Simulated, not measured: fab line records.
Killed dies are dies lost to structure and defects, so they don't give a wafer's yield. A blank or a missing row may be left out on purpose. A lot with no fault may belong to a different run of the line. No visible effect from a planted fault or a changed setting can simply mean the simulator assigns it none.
Which tool did it? :: flow n5Finfet :: Sampling: 12 lots, 36 wafers, 4 of 1938 route steps

## WHAT THE GAUGES SHOWED, per wafer
N5_STI_FIN_REVEAL_INSPECT_13: inspects for defects (darkfield).
lot: L075
measured: day 2 20:27
on: defectInspect-02
rawDefectCount: 12 4 44

lot: L077
measured: day 3 07:26
on: defectInspect-01
rawDefectCount: 14 21 16

lot: L079
measured: day 3 19:19
on: defectInspect-01
rawDefectCount: 8 4 11

lot: L081
measured: day 4 07:01
on: defectInspect-01
rawDefectCount: 6 9 10

lot: L083
measured: day 4 19:43
on: defectInspect-02
rawDefectCount: 14 12 5

lot: L085
measured: day 5 09:55
on: defectInspect-01
rawDefectCount: 13 11 11

lot: L087
measured: day 5 21:10
on: defectInspect-02
rawDefectCount: 26 15 15

lot: L089
measured: day 6 06:30
on: defectInspect-01
rawDefectCount: 19 10 29

lot: L091
measured: day 6 18:54
on: defectInspect-02
rawDefectCount: 9 9 9

lot: L093
measured: day 7 06:04
on: defectInspect-01
rawDefectCount: 4 8 9

lot: L095
measured: day 7 18:22
on: defectInspect-01
rawDefectCount: 6 5 7

lot: L097
measured: day 8 06:56
on: defectInspect-01
rawDefectCount: 13 5 17

## TOOL THAT RAN EACH LOT (tool first, then ch and the chambers of the sampled wafers, then the start)
lot: L075
N5_PMOS_HMC_CHANNEL_EPI_HM_DEP_34: pecvd-01 ch 0,1, day 1 23:47
N5_STI_FIN_REVEAL_ALD_14: aldSin-02 ch 1,2,3, day 2 11:26
N5_STI_FIN_REVEAL_OXIDATION_31: plasmaAsher-01 ch 0,1, day 2 19:49

lot: L077
N5_PMOS_HMC_CHANNEL_EPI_HM_DEP_34: pecvd-03 ch 0,1, day 2 11:19
N5_STI_FIN_REVEAL_ALD_14: aldSin-01 ch 1,2, day 2 22:02
N5_STI_FIN_REVEAL_OXIDATION_31: plasmaAsher-02 ch 0,1, day 3 06:47

lot: L079
N5_PMOS_HMC_CHANNEL_EPI_HM_DEP_34: pecvd-04 ch 0,1, day 2 22:58
N5_STI_FIN_REVEAL_ALD_14: aldSin-02 ch 1,2, day 3 10:35
N5_STI_FIN_REVEAL_OXIDATION_31: plasmaAsher-01 ch 0,1, day 3 18:41

lot: L081
N5_PMOS_HMC_CHANNEL_EPI_HM_DEP_34: pecvd-01 ch 0,1,2, day 3 11:02
N5_STI_FIN_REVEAL_ALD_14: aldSin-02 ch 0,1,3, day 3 22:15
N5_STI_FIN_REVEAL_OXIDATION_31: plasmaAsher-01 ch 0,1, day 4 06:23

lot: L083
N5_PMOS_HMC_CHANNEL_EPI_HM_DEP_34: pecvd-04 ch 0,2, day 3 22:54
N5_STI_FIN_REVEAL_ALD_14: aldSin-02 ch 1,2,3, day 4 10:59
N5_STI_FIN_REVEAL_OXIDATION_31: plasmaAsher-02 ch 0,1, day 4 19:03

lot: L085
N5_PMOS_HMC_CHANNEL_EPI_HM_DEP_34: pecvd-01 ch 0,2, day 4 10:36
N5_STI_FIN_REVEAL_ALD_14: aldSin-03 ch 0,3, day 5 01:17
N5_STI_FIN_REVEAL_OXIDATION_31: plasmaAsher-02 ch 0,1, day 5 09:17

lot: L087
N5_PMOS_HMC_CHANNEL_EPI_HM_DEP_34: pecvd-03 ch 0,1,2, day 4 22:59
N5_STI_FIN_REVEAL_ALD_14: aldSin-03 ch 1,2,3, day 5 12:32
N5_STI_FIN_REVEAL_OXIDATION_31: plasmaAsher-02 ch 0,1, day 5 20:31

lot: L089
N5_PMOS_HMC_CHANNEL_EPI_HM_DEP_34: pecvd-04 ch 0,1,2, day 5 11:05
N5_STI_FIN_REVEAL_ALD_14: aldSin-03 ch 0,1,3, day 5 21:53
N5_STI_FIN_REVEAL_OXIDATION_31: plasmaAsher-01 ch 0,1, day 6 05:52

lot: L091
N5_PMOS_HMC_CHANNEL_EPI_HM_DEP_34: pecvd-01 ch 0,2, day 5 22:37
N5_STI_FIN_REVEAL_ALD_14: aldSin-03 ch 0,2,3, day 6 10:10
N5_STI_FIN_REVEAL_OXIDATION_31: plasmaAsher-02 ch 0,1, day 6 18:16

lot: L093
N5_PMOS_HMC_CHANNEL_EPI_HM_DEP_34: pecvd-03 ch 0,1, day 6 10:47
N5_STI_FIN_REVEAL_ALD_14: aldSin-03 ch 1,2,3, day 6 21:26
N5_STI_FIN_REVEAL_OXIDATION_31: plasmaAsher-01 ch 0,1, day 7 05:26

lot: L095
N5_PMOS_HMC_CHANNEL_EPI_HM_DEP_34: pecvd-04 ch 1,2, day 6 22:41
N5_STI_FIN_REVEAL_ALD_14: aldSin-03 ch 0,1,3, day 7 09:38
N5_STI_FIN_REVEAL_OXIDATION_31: plasmaAsher-01 ch 0,1, day 7 17:44

lot: L097
N5_PMOS_HMC_CHANNEL_EPI_HM_DEP_34: pecvd-01 ch 0,1,2, day 7 10:54
N5_STI_FIN_REVEAL_ALD_14: aldSin-01 ch 1,3, day 7 22:08
N5_STI_FIN_REVEAL_OXIDATION_31: plasmaAsher-01 ch 0,1, day 8 06:18
- N5_PMOS_HMC_CHANNEL_EPI_HM_DEP_34: deposits SiO2 from TEOS/O2, target thk 36 nm, time 6.9 s.
- N5_STI_FIN_REVEAL_ALD_14: deposits Si3N4, target thk 3 nm.
- N5_STI_FIN_REVEAL_OXIDATION_31: chemistry O2 PLASMA REMOTE, time 20 s.

## THE ANSWER, worked out from the rows above alone
Rule: the lots themselves supply what counts as usual. Put in order of their means at a reading, lots are off if they are a third of the lots or fewer, leave a main group of 4 or more, and stand apart from it by a gap of 3 or more times the standard deviation of the main group's means; of several such gaps the widest counts. A main group whose means are all the same, to the digits that the tables above print for the reading, isn't used. Also off: a lot with no number at a reading for which 4 or more lots have one. Where the step has rows for the other lots, those lots are counted as sound.
Across all readings shown, no lot is off: no conclusion can be drawn from this.

## WHAT WAS PUT IN BY THE SIMULATOR
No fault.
